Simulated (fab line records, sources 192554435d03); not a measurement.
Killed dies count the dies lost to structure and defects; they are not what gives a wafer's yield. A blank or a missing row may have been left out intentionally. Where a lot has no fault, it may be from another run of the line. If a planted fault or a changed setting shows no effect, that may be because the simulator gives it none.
Matching of chambers    flow n5 finfet    4 sister chambers for N5_HKMG_FIN_ETCH_31 on rie diel-06
The step etches SiARC in CF4, target depth 45.5 nm, time 75.8 s. 4 wafers are shown with their chamber, then 7 later ones without.

## WAFERS, EACH WITH ITS CHAMBER
wafer   chamber  drypump motor current A (A)
L076.6  2        5.9
L078.3  3        5.0
L083.2  1        6.5
L083.3  0        6.4

## WAFERS MISSING THEIR CHAMBER
wafer   drypump motor current A (A)
L083.4  5.9
L087.3  6.5
L087.4  6.3
L087.5  6.5
L091.1  6.5
L091.3  6.3
L091.6  5.0

## WHICH CHAMBER EACH ONE RAN IN
wafer   from the rows above      in truth
L083.4  2                        2
L087.3  can't be placed: 1 or 0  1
L087.4  can't be placed: 0 or 1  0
L087.5  can't be placed: 1 or 0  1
L091.1  can't be placed: 1 or 0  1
L091.3  can't be placed: 0 or 1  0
L091.6  3                        3
Correct placement for 2 of the 7. These rows do not allow placing 5 (true chamber among the candidates in 5). 0 placed wrongly.
How it was worked out, from the rows above alone: a wafer's distance from a chamber is the root of the sum, over the readings, of the square of ((its reading less the chamber's mean) divided by the reading's scatter). The wafer belongs to the nearest chamber; if the next one is less than 2 further off, it can't be placed. The mean given for a chamber averages the wafers shown for that chamber. The scatter (one wafer shown for each chamber): square how far every hidden wafer sits from the nearest shown wafer, average those squares and take the square root.
